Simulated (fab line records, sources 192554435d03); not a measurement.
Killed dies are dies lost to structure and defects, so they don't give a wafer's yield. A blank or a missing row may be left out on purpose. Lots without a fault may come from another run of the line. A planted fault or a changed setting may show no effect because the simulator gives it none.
fab line records | flow n5_finfet
record lots=5 wafers=15 last_day=16
route steps=1938 shown BEOL_M4@1099 BEOL_M5@1112 BEOL_M6@1232 PASSIVATION@1936
lots that met no fault: from a run of the same line without faults
start_h: hours from the record's first day to the start of the lot's first wafer shown | wait_h: hours since the lot's step before | " the same as in the row above | L1.1+2: a row that stands for several wafers | - no value, or no start given | * or withheld: withheld | < > ~ a bound
route shown NAME@n: a module of which the file shows steps, and the number in the route of the first | usual: mean/standard deviation of fault-free wafers | same: alike in all rows | chamber/n: place in a boat | sites: the reading at each site | _std_site: their standard deviation | _edge_site: outer sites' mean less inner sites' | radius_mm: how far each site lies from the wafer's centre | mask NAME#n: copy n | behind: the tool/chamber that last shaped the wafer | hold: why the lot was held/for how many hours/how that ended | device: the transistor (n, p or np) that didn't switch | end of line: the same wafers' tests at the end of the route | a step without rows: its recipe alone | killed: dies lost to structure and defects at the first sort, not the wafer's yield | map: a wafer's dies, x killed, . not, _ none there
set.NAME: the setting as run; set.NAME@STEP: as run at that earlier step | model.NAME: the simulator's own value behind a step, which no gauge read
lots at some steps of the route; a table a step, a row a wafer
## steps
# step N5_BEOL_M4_ANNEAL_95
# recipe temp_c=400 time_s=240 ambient=vacuum
# step N5_BEOL_M4_SPUTTER_96
# recipe material=Cu target_thk_a=45 temp_c=-20 chamber_pressure_pa=0.07 power_w=withheld time_s=8.29
# step N5_BEOL_M4_ECD_50
# recipe material=Cu target_thk_a=3000
# step N5_BEOL_M4_ANNEAL_51
# recipe temp_c=225 time_s=90 ambient=N2
# step N5_BEOL_M4_CMP_52
# recipe stop_on=SiOC t_overpolish_s=6.8 down_force_psi=1 platen_rpm=50 clearing_platen_down_force_psi=1.5 clearing_platen_rpm=50 post_cmp_clean=cu_alkaline target_thk_nm=40 clearing_platen_pad_velocity_m_s=0.99484 pad_velocity_m_s=0.99484
# step N5_BEOL_M4_PRE_CLEAN_60
# recipe gas=NH3/H2 time_s=15 temp_c=* rf_power_w=300
# step N5_BEOL_M4_CO_CAP_55
# recipe material=Co target_thk_a=20 temp_c=200 precursor=CCTBA/H2 pressure_torr=30 time_s=102.1
# step N5_BEOL_M4_PRE_CLEAN_56
# recipe gas=NH3 time_s=15 temp_c=withheld rf_power_w=300
# step N5_BEOL_M4_DEP_57
# recipe material=SiCN target_thk_a=80 temp_c=withheld precursor=3MS/NH3 pressure_torr=3 rf_w=202 time_s=14
# step N5_BEOL_M4_RC_MEAS_101
# usual DIBL_N=36.2/1.7 DIBL_P=36.6/1.9 IOFF_N=0.16/0.032 IOFF_P=0.21/0.037 ION_N=675/12 ION_P=460/8.1 SS_N=71.4/0.58 SS_P=73.4/0.64 VT_N=249/3.2 VT_P=-252/3.4
# columns lot.wafer tool chamber start_h wait_h DIBL_N[mV/V] DIBL_P[mV/V] IOFF_N[nA/um] IOFF_P[nA/um] ION_N[uA/um] ION_P[uA/um] SS_N[mV/dec] SS_P[mV/dec] VT_N[mV] VT_P[mV]
L354.3 prober-02 0 242.34 0.3 35.7 35.1 0.15 0.18 660 446 72.2 72.9 252 -253
L354.5 " 0 " " 37.2 37.7 0.19 0.23 676 469 72.0 73.1 247 -250
L354.6 " 0 " " 34.0 32.7 0.13 0.15 658 446 71.6 72.6 254 -256
L355.1 prober-02 0 244.98 0.0 34.8 34.8 0.15 0.17 681 457 71.2 72.9 252 -255
L355.3 " 0 " " 38.0 38.2 0.19 0.22 661 451 72.0 73.9 247 -250
L355.6 " 0 " " 35.5 35.0 0.15 0.17 661 447 71.5 72.6 250 -256
L356.1 prober-02 0 246.70 0.0 38.2 39.3 0.19 0.21 664 452 72.2 73.6 249 -253
L356.2 " 0 " " 36.4 37.2 0.16 0.19 677 460 71.9 73.4 248 -252
L356.6 " 0 " " 36.0 37.1 0.15 0.19 656 445 71.9 73.1 251 -253
L359.1 prober-02 0 263.78 0.0 35.0 36.4 0.14 0.19 678 462 71.9 73.1 252 -253
L359.2 " 0 " " 36.7 37.1 0.16 0.20 683 464 71.8 73.5 247 -254
L359.6 " 0 " " 35.1 35.6 0.14 0.17 674 461 71.2 72.6 250 -254
L358.2 prober-01 0 265.67 0.2 35.0 33.8 0.13 0.16 653 445 70.6 72.8 253 -257
L358.3 " 0 " " 33.0 32.7 0.12 0.15 658 450 71.1 73.0 255 -255
L358.6 " 0 " " 35.0 34.3 0.14 0.17 654 444 70.7 72.9 254 -255
# step N5_BEOL_M5_ILD_DEP_00
# recipe material=SiCOH_lowk target_thk_a=1406.4 temp_c=300 precursor=DEMS/porogen pressure_torr=5 rf_w=500 time_s=25.9
# step N5_BEOL_M5_CURE_79
# recipe temp_c=385 time_s=240 ambient=He/Ar material=SiCOH_lowk
# step N5_BEOL_M5_PECVD_70
# recipe material=SiO2 target_thk_a=160 temp_c=400 precursor=TEOS/O2 pressure_torr=5.5 rf_w=450 teos_flow_sccm=53.8 gas=O2 flow_sccm=3000 time_s=18
# step N5_BEOL_M5_HM_DEP_02
# recipe material=TiN target_thk_a=200 temp_c=25 chamber_pressure_pa=0.49996
# step N5_BEOL_M5_COAT_59
# recipe resist=SOC temp_c=250 time_s=60 spin_rpm=1500 resist_thk_nm=60
# step N5_BEOL_M5_COAT_60
# recipe resist=SiARC temp_c=220 time_s=60 spin_rpm=1500 resist_thk_nm=12
# step N5_BEOL_M5_COAT_71
# recipe resist=underlayer temp_c=205 time_s=60 spin_rpm=1500 resist_thk_nm=5
# step N5_BEOL_M5_COAT_05
# recipe resist=CAR-EUV spin_rpm=1500 resist_thk_nm=30
# step N5_BEOL_M5_EBR_07
# recipe solvent=PGMEA ebr_width_mm=1.5
# step N5_BEOL_M5_SOFTBAKE_06
# recipe temp_c=110 time_s=60 resist=CAR-EUV
# step N5_BEOL_M5_EXPOSE_08
# recipe mask_id=M5 na=0.33 source_shape=annular sigma_inner=0.4 sigma_outer=0.8 polarization=unpolarized target_cd_nm=28 dose_mj=35.75
# step N5_BEOL_M5_PEB_09
# recipe peb_temp_c=100 peb_time_s=60 resist=CAR-EUV
# step N5_BEOL_M5_DEVELOP_10
# recipe develop_time_s=30 developer=TMAH resist=CAR-EUV rinse_liquid=surfactant_rinse dry=air_spin dev_temp_c=23
# step N5_BEOL_M5_DESCUM_16
# recipe chemistry=O2 time_s=7 source_power_w=50 bias_power_w=20 pressure_mtorr=20 rf_frequency_hz=2.712e+07 temp_c=40 resist=CAR-EUV o2_flow_sccm=225
# step N5_BEOL_M5_ETCH_72
# recipe chemistry=N2/H2 target=underlayer target_depth_a=65 mask_material=CAR-EUV time_s=5.2 ion_energy_ev=200 pressure_mtorr=30 source_w=840 bias_w=150 n2_flow_sccm=200 h2_flow_sccm=200 ends=cleared
# step N5_BEOL_M5_ETCH_61
# recipe chemistry=CF4 target=SiARC target_depth_a=156 mask_material=CAR-EUV time_s=26 ion_energy_ev=80 pressure_mtorr=40 source_w=545 bias_w=36 Ar_flow_sccm=100 cf4_flow_sccm=100 ends=cleared
# step N5_BEOL_M5_ETCH_62
# recipe chemistry=N2/H2 target=SOC target_depth_a=750 overetch_a=150 mask_material=SiARC temp_c=40 time_s=112.5 ion_energy_ev=200 pressure_mtorr=30 source_w=840 bias_w=150 n2_flow_sccm=200 h2_flow_sccm=200
# step N5_BEOL_M5_STRIP_63
# recipe chemistry=N2/H2 temp_c=40 n2_flow_sccm=200 h2_flow_sccm=200 rf_frequency_hz=6e+07
# step N5_BEOL_M5_STRIP_73
# recipe chemistry=N2/H2 temp_c=40 n2_flow_sccm=200 h2_flow_sccm=200 rf_frequency_hz=6e+07
# step N5_BEOL_M5_STRIP_64
# recipe chemistry=CF4 resist=SiARC power_w=300 bias_power_w=75 pressure_mtorr=50 cf4_flow_sccm=150 rf_frequency_hz=6e+07
# step N5_BEOL_M5_HM_OPEN_17
# recipe chemistry=Cl2/BCl3 target_depth_a=200 overetch_a=60 target=TiN mask_material=SOC ion_energy_ev=150 pressure_mtorr=10 icp_w=1000 bias_w=126 Cl2_flow_sccm=53.25 bcl3_flow_sccm=21.75 Ar_flow_sccm=25
# step N5_BEOL_M5_STRIP_19
# recipe chemistry=O2 power_w=400 temp_c=40 pressure_mtorr=30 rf_frequency_hz=6e+07 bias_power_w=0 overash_fraction=0.2 o2_flow_sccm=225
# step N5_BEOL_M5_COAT_65
# recipe resist=SOC temp_c=250 time_s=60 spin_rpm=1500 resist_thk_nm=60
# step N5_BEOL_M5_COAT_66
# recipe resist=SiARC temp_c=220 time_s=60 spin_rpm=1500 resist_thk_nm=12
# step N5_BEOL_M6_ETCH_65
# recipe chemistry=CF4 target=SiARC target_depth_a=156 mask_material=CAR-EUV time_s=26 ion_energy_ev=80 pressure_mtorr=40 source_w=545 bias_w=36 Ar_flow_sccm=100 cf4_flow_sccm=100 ends=cleared
# usual bias_w=35.98/0.11 cf4_flow_sccm=100.01/0.28 chamber_pressure_mTorr=40.00/0.035 drypump_motor_current_A=5.6/0.51 etch_rf_on_time_s=26.1/0.76 oes_product_au=0.67/0.067 rf_vpp_V=184.2/1.3 showerhead_plenum_p_Torr=2.15/0.085 throttle_valve_pct=15.65/0.22
# columns lot.wafer tool chamber start_h wait_h bias_w cf4_flow_sccm chamber_pressure_mTorr drypump_motor_current_A etch_rf_on_time_s oes_product_au rf_hours_counter_h rf_vpp_V showerhead_plenum_p_Torr throttle_valve_pct
L354.3 rie_diel-04 0 257.95 0.0 - - - - - - - - - -
L354.5 " 1 " " - - - - - - - - - -
L354.6 " 2 " " - - - - - - - - - -
L355.1 rie_diel-05 1 262.42 0.0 - - - - - - - - - -
L355.3 " 2 " " - - - - - - - - - -
L355.6 " 1 " " - - - - - - - - - -
L356.1 rie_diel-04 0 262.66 0.0 - - - - - - - - - -
L356.2 " 2 " " - - - - - - - - - -
L356.6 " 0 " " - - - - - - - - - -
L358.2 rie_diel-04 2 280.78 0.0 36.12 99.92 40.00 6.3 25.2 0.70 91 182.4 2.08 15.83
L358.3 " 1 " " 35.98 100.09 40.01 5.8 26.2 0.61 214 182.4 2.02 15.55
L358.6 " 2 " " 36.04 99.60 40.03 6.3 25.3 0.70 - 183.6 2.08 15.82
L359.1 rie_diel-05 0 281.12 0.0 35.90 100.81 39.96 5.8 25.3 0.63 159 185.9 2.24 16.01
L359.2 " 2 " " 36.07 100.20 39.96 5.4 27.1 0.69 88 186.8 2.23 15.38
L359.6 " 2 " " 35.99 100.19 40.00 5.3 27.2 0.69 - 184.7 2.23 15.39
# step N5_BEOL_M6_ETCH_66
# recipe chemistry=N2/H2 target=SOC target_depth_a=800 overetch_a=160 mask_material=SiARC temp_c=40 time_s=120 ion_energy_ev=200 pressure_mtorr=30 source_w=840 bias_w=150 n2_flow_sccm=200 h2_flow_sccm=200
# usual bias_w=150.0/0.42 chamber_pressure_mTorr=29.998/0.03 drypump_motor_current_A=5.6/0.51 oes_product_au=0.60/0.058 rf_vpp_V=524/3.1 showerhead_plenum_p_Torr=2.55/0.11 throttle_valve_pct=17.87/0.18
# columns lot.wafer tool chamber start_h wait_h bias_w chamber_pressure_mTorr drypump_motor_current_A oes_product_au rf_hours_counter_h rf_vpp_V showerhead_plenum_p_Torr throttle_valve_pct
L354.3 rie_diel-04 0 257.98 0.0 150.5 30.016 5.7 0.26 241 526 2.61 18.02
L354.5 " 1 " " 149.1 30.000 5.9 0.27 - 518 2.43 17.78
L354.6 " 2 " " 150.2 30.037 6.3 0.31 - 522 2.47 17.93
L355.1 rie_diel-05 1 262.44 0.0 150.7 30.001 5.1 0.32 72 520 2.47 17.66
L355.3 " 2 " " 150.1 30.020 5.4 0.31 82 527 2.70 17.72
L355.6 " 1 " " 150.8 29.988 5.1 0.32 - 523 2.46 17.64
L356.1 rie_diel-04 0 262.69 0.0 150.6 30.008 5.8 0.26 242 525 2.61 18.00
L356.2 " 2 " " 150.2 30.003 6.3 0.30 85 522 2.47 17.96
L356.6 " 0 " " 150.2 30.033 5.8 0.26 - 526 2.61 18.00
L358.2 rie_diel-04 2 280.81 0.0 150.0 30.004 6.3 0.62 92 522 2.46 18.00
L358.3 " 1 " " 149.7 29.935 5.9 0.55 214 520 2.43 17.85
L358.6 " 2 " " 149.7 29.946 6.3 0.61 - 523 2.46 17.99
L359.1 rie_diel-05 0 281.15 0.0 149.5 29.952 5.9 0.56 159 527 2.64 18.06
L359.2 " 2 " " 149.6 29.993 5.4 0.64 88 527 2.69 17.78
L359.6 " 2 " " 149.3 30.002 5.4 0.63 - 526 2.69 17.77
# step N5_PASSIVATION_PROBE_49
# usual defect_limited_yield=91.3/1.5 killed_at_M0_to_M3=35/10 killed_at_M4_up=12/4.6 killed_at_contacts=13/6.6 killed_at_front_end=39/11 killed_at_other=4/3.4 killed_dies=103/17 killed_on_rim=14/4.1 killed_open=67/13 killed_short=35/8.2 sort_bin_5_function=5.1/0.94 sort_bin_6_memory=3.2/0.7 sort_n_pass=1077/17 sort_yield_pct=91.3/1.5
# same gross_dies=1180 killed_at_back_side=0 sort_bin_4_leakage[%]=0 sort_bin_8_speed[%]=0
# columns lot.wafer tool chamber start_h wait_h defect_limited_yield[%] killed_at_M0_to_M3 killed_at_M4_up killed_at_contacts killed_at_front_end killed_at_other killed_dies killed_on_rim killed_open killed_short sort_bin_5_function[%] sort_bin_6_memory[%] sort_n_pass sort_yield_pct[%]
L354.3 prober-01 - 337.60 0.1 0 34 1102 2 39 3 1180 152 59 29 97.1 2.5 0 0
L354.5 prober-01 - 337.70 0.2 0 53 1074 2 46 5 1180 152 83 35 95.4 4.2 0 0
L354.6 prober-01 - 337.75 0.3 0 57 1068 11 43 1 1180 152 77 40 95.3 4.3 0 0
L355.1 prober-01 - 342.96 0.0 0 26 1102 3 42 7 1180 152 60 34 96.9 3.0 0 0
L355.3 prober-01 - 343.06 0.1 0 31 1093 10 41 5 1180 152 54 41 96.9 2.5 0 0
L355.6 prober-01 - 343.21 0.3 0 35 1106 8 25 6 1180 152 51 26 96.7 3.1 0 0
L356.1 prober-02 - 347.07 0.0 0 50 1080 10 39 1 1180 152 77 39 96.3 3.3 0 0
L356.2 prober-02 - 347.12 0.1 0 36 1085 13 46 0 1180 152 74 29 96.9 2.7 0 0
L356.6 prober-02 - 347.32 0.3 0 26 1092 13 46 3 1180 152 66 40 96.3 3.3 0 0
# killed by level:class
L354.3 BEOL_M6:area_etch=1091 STI_FIN_REVEAL:geometric_particle:open=18 BEOL_M3:geometric_particle:open=8 BEOL_M0_SAQP:geometric_particle:short=7 BEOL_M0_SAQP:geometric_particle:open=6 BEOL_M1:geometric_particle:open=6 FIN_SAQP:geometric_particle:short=5 STI_FIN_REVEAL:geometric_particle:short=4
L354.5 BEOL_M6:area_etch=1061 FIN_SAQP:geometric_particle:open=16 BEOL_M0_SAQP:geometric_particle:open=13 BEOL_M0_SAQP:geometric_particle:short=11 BEOL_M3:geometric_particle:open=10 BEOL_M4:geometric_particle:open=7 STI_FIN_REVEAL:geometric_particle:open=6 BEOL_M0:geometric_particle:open=5
L354.6 BEOL_M6:area_etch=1060 BEOL_M1:geometric_particle:open=23 STI_FIN_REVEAL:geometric_particle:open=17 FIN_SAQP:geometric_particle:short=9 MOL_CONTACT_COAG:geometric_particle:open=8 BEOL_M2:geometric_particle:open=8 STI_FIN_REVEAL:geometric_particle:short=6 BEOL_M0_SAQP:geometric_particle:open=5
L355.1 BEOL_M6:area_etch=1086 FIN_SAQP:geometric_particle:short=12 FIN_SAQP:geometric_particle:open=9 BEOL_M0:geometric_particle:open=6 BEOL_M2:geometric_particle:open=6 DUMMY_GATE:geometric_particle:open=5 BEOL_M1:geometric_particle:open=5 STARTING-WAFER:geometric_particle:open=3
L355.3 BEOL_M6:area_etch=1085 FIN_SAQP:geometric_particle:short=11 BEOL_M2:geometric_particle:open=9 FIN_SAQP:geometric_particle:open=8 MOL_CONTACT_COAG:geometric_particle:open=7 BEOL_M3:geometric_particle:open=6 STARTING-WAFER:geometric_particle:open=6 STI_FIN_REVEAL:geometric_particle:open=5
L355.6 BEOL_M6:area_etch=1102 BEOL_M2:geometric_particle:open=15 FIN_SAQP:geometric_particle:short=7 MOL_CONTACT_COAG:geometric_particle:open=6 DUMMY_GATE:geometric_particle:open=4 BEOL_M0_SAQP:geometric_particle:open=4 BEOL_M0:geometric_particle:open=4 STI_FIN_REVEAL:geometric_particle:open=3
L356.1 BEOL_M6:area_etch=1063 BEOL_M2:geometric_particle:open=12 BEOL_M0_SAQP:geometric_particle:short=12 BEOL_M0_SAQP:geometric_particle:open=9 FIN_SAQP:geometric_particle:open=8 MOL_CONTACT_COAG:geometric_particle:open=8 FIN_SAQP:geometric_particle:short=6 DUMMY_GATE:geometric_particle:open=6
L356.2 BEOL_M6:area_etch=1076 BEOL_M2:geometric_particle:open=13 STI_FIN_REVEAL:geometric_particle:open=11 MOL_CONTACT_COAG:geometric_particle:open=11 FIN_SAQP:geometric_particle:short=8 BEOL_M3:geometric_particle:open=7 FIN_SAQP:geometric_particle:open=6 BEOL_M0_SAQP:geometric_particle:open=5
L356.6 BEOL_M6:area_etch=1074 FIN_SAQP:geometric_particle:short=12 STI_FIN_REVEAL:geometric_particle:open=8 MOL_CONTACT_COAG:geometric_particle:open=8 FIN_SAQP:geometric_particle:open=7 FIN_CUT:geometric_particle:open=6 BEOL_M5:geometric_particle:open=6 MOL_CONTACT_COAG:geometric_particle:short=5
# map L354.3 (x killed, . not)
_________________xxxxxxxxxxxx________________
______________xxxxxxxxxxxxxxxxxx_____________
___________xxxxxxxxxxxxxxxxxxxxxxxx__________
__________xxxxxxxxxxxxxxxxxxxxxxxxxx_________
________xxxxxxxxxxxxxxxxxxxxxxxxxxxxxx_______
_______xxxxxxxxxxxxxxxxxxxxxxxxxxxxxxxx______
______xxxxxxxxxxxxxxxxxxxxxxxxxxxxxxxxxx_____
_____xxxxxxxxxxxxxxxxxxxxxxxxxxxxxxxxxxxx____
____xxxxxxxxxxxxxxxxxxxxxxxxxxxxxxxxxxxxxx___
___xxxxxxxxxxxxxxxxxxxxxxxxxxxxxxxxxxxxxxxx__
___xxxxxxxxxxxxxxxxxxxxxxxxxxxxxxxxxxxxxxxx__
__xxxxxxxxxxxxxxxxxxxxxxxxxxxxxxxxxxxxxxxxxx_
__xxxxxxxxxxxxxxxxxxxxxxxxxxxxxxxxxxxxxxxxxx_
_xxxxxxxxxxxxxxxxxxxxxxxxxxxxxxxxxxxxxxxxxxxx
_xxxxxxxxxxxxxxxxxxxxxxxxxxxxxxxxxxxxxxxxxxxx
_xxxxxxxxxxxxxxxxxxxxxxxxxxxxxxxxxxxxxxxxxxxx
_xxxxxxxxxxxxxxxxxxxxxxxxxxxxxxxxxxxxxxxxxxxx
_xxxxxxxxxxxxxxxxxxxxxxxxxxxxxxxxxxxxxxxxxxxx
_xxxxxxxxxxxxxxxxxxxxxxxxxxxxxxxxxxxxxxxxxxxx
_xxxxxxxxxxxxxxxxxxxxxxxxxxxxxxxxxxxxxxxxxxxx
_xxxxxxxxxxxxxxxxxxxxxxxxxxxxxxxxxxxxxxxxxxxx
__xxxxxxxxxxxxxxxxxxxxxxxxxxxxxxxxxxxxxxxxxx_
__xxxxxxxxxxxxxxxxxxxxxxxxxxxxxxxxxxxxxxxxxx_
___xxxxxxxxxxxxxxxxxxxxxxxxxxxxxxxxxxxxxxxx__
___xxxxxxxxxxxxxxxxxxxxxxxxxxxxxxxxxxxxxxxx__
____xxxxxxxxxxxxxxxxxxxxxxxxxxxxxxxxxxxxxx___
_____xxxxxxxxxxxxxxxxxxxxxxxxxxxxxxxxxxxx____
______xxxxxxxxxxxxxxxxxxxxxxxxxxxxxxxxxx_____
_______xxxxxxxxxxxxxxxxxxxxxxxxxxxxxxxx______
________xxxxxxxxxxxxxxxxxxxxxxxxxxxxxx_______
__________xxxxxxxxxxxxxxxxxxxxxxxxxx_________
___________xxxxxxxxxxxxxxxxxxxxxxxx__________
______________xxxxxxxxxxxxxxxxxx_____________
_________________xxxxxxxxxxxx________________
# map L355.1 (x killed, . not)
_________________xxxxxxxxxxxx________________
______________xxxxxxxxxxxxxxxxxx_____________
___________xxxxxxxxxxxxxxxxxxxxxxxx__________
__________xxxxxxxxxxxxxxxxxxxxxxxxxx_________
________xxxxxxxxxxxxxxxxxxxxxxxxxxxxxx_______
_______xxxxxxxxxxxxxxxxxxxxxxxxxxxxxxxx______
______xxxxxxxxxxxxxxxxxxxxxxxxxxxxxxxxxx_____
_____xxxxxxxxxxxxxxxxxxxxxxxxxxxxxxxxxxxx____
____xxxxxxxxxxxxxxxxxxxxxxxxxxxxxxxxxxxxxx___
___xxxxxxxxxxxxxxxxxxxxxxxxxxxxxxxxxxxxxxxx__
___xxxxxxxxxxxxxxxxxxxxxxxxxxxxxxxxxxxxxxxx__
__xxxxxxxxxxxxxxxxxxxxxxxxxxxxxxxxxxxxxxxxxx_
__xxxxxxxxxxxxxxxxxxxxxxxxxxxxxxxxxxxxxxxxxx_
_xxxxxxxxxxxxxxxxxxxxxxxxxxxxxxxxxxxxxxxxxxxx
_xxxxxxxxxxxxxxxxxxxxxxxxxxxxxxxxxxxxxxxxxxxx
_xxxxxxxxxxxxxxxxxxxxxxxxxxxxxxxxxxxxxxxxxxxx
_xxxxxxxxxxxxxxxxxxxxxxxxxxxxxxxxxxxxxxxxxxxx
_xxxxxxxxxxxxxxxxxxxxxxxxxxxxxxxxxxxxxxxxxxxx
_xxxxxxxxxxxxxxxxxxxxxxxxxxxxxxxxxxxxxxxxxxxx
_xxxxxxxxxxxxxxxxxxxxxxxxxxxxxxxxxxxxxxxxxxxx
_xxxxxxxxxxxxxxxxxxxxxxxxxxxxxxxxxxxxxxxxxxxx
__xxxxxxxxxxxxxxxxxxxxxxxxxxxxxxxxxxxxxxxxxx_
__xxxxxxxxxxxxxxxxxxxxxxxxxxxxxxxxxxxxxxxxxx_
___xxxxxxxxxxxxxxxxxxxxxxxxxxxxxxxxxxxxxxxx__
___xxxxxxxxxxxxxxxxxxxxxxxxxxxxxxxxxxxxxxxx__
____xxxxxxxxxxxxxxxxxxxxxxxxxxxxxxxxxxxxxx___
_____xxxxxxxxxxxxxxxxxxxxxxxxxxxxxxxxxxxx____
______xxxxxxxxxxxxxxxxxxxxxxxxxxxxxxxxxx_____
_______xxxxxxxxxxxxxxxxxxxxxxxxxxxxxxxx______
________xxxxxxxxxxxxxxxxxxxxxxxxxxxxxx_______
__________xxxxxxxxxxxxxxxxxxxxxxxxxx_________
___________xxxxxxxxxxxxxxxxxxxxxxxx__________
______________xxxxxxxxxxxxxxxxxx_____________
_________________xxxxxxxxxxxx________________
## key
first_sign step=N5_BEOL_M6_ETCH_65 reading=tool_record direction=missing
effect step=N5_BEOL_M6_ETCH_66 reading=oes_product_au direction=down sigmas=5.3 usual=0.60 struck=0.29
effect step=N5_PASSIVATION_PROBE_49 reading=killed_at_M4_up direction=up sigmas=99+ usual=12 struck=1089
more_kills_born_at N5_BEOL_M6_ETCH_65@rie_diel-04=6425 N5_BEOL_M6_ETCH_65@rie_diel-05=3273
met_at N5_BEOL_M6_ETCH_65
struck_wafers L354.3,L354.5,L354.6,L355.1,L355.3,L355.6,L356.1,L356.2,L356.6
later_rows_left_out L354.3,L354.5,L354.6,L355.1,L355.3,L355.6,L356.1,L356.2,L356.6
fault kind=skipped_step_whole tool=rie_diel-04,rie_diel-05 chamber=- onset_h=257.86 steps=N5_BEOL_M6_ETCH_65 scope=struck_lots_only
# later_rows_left_out: the simulator's readings of these wafers behind a module that went badly wrong aren't trusted and aren't shown, but for the sort
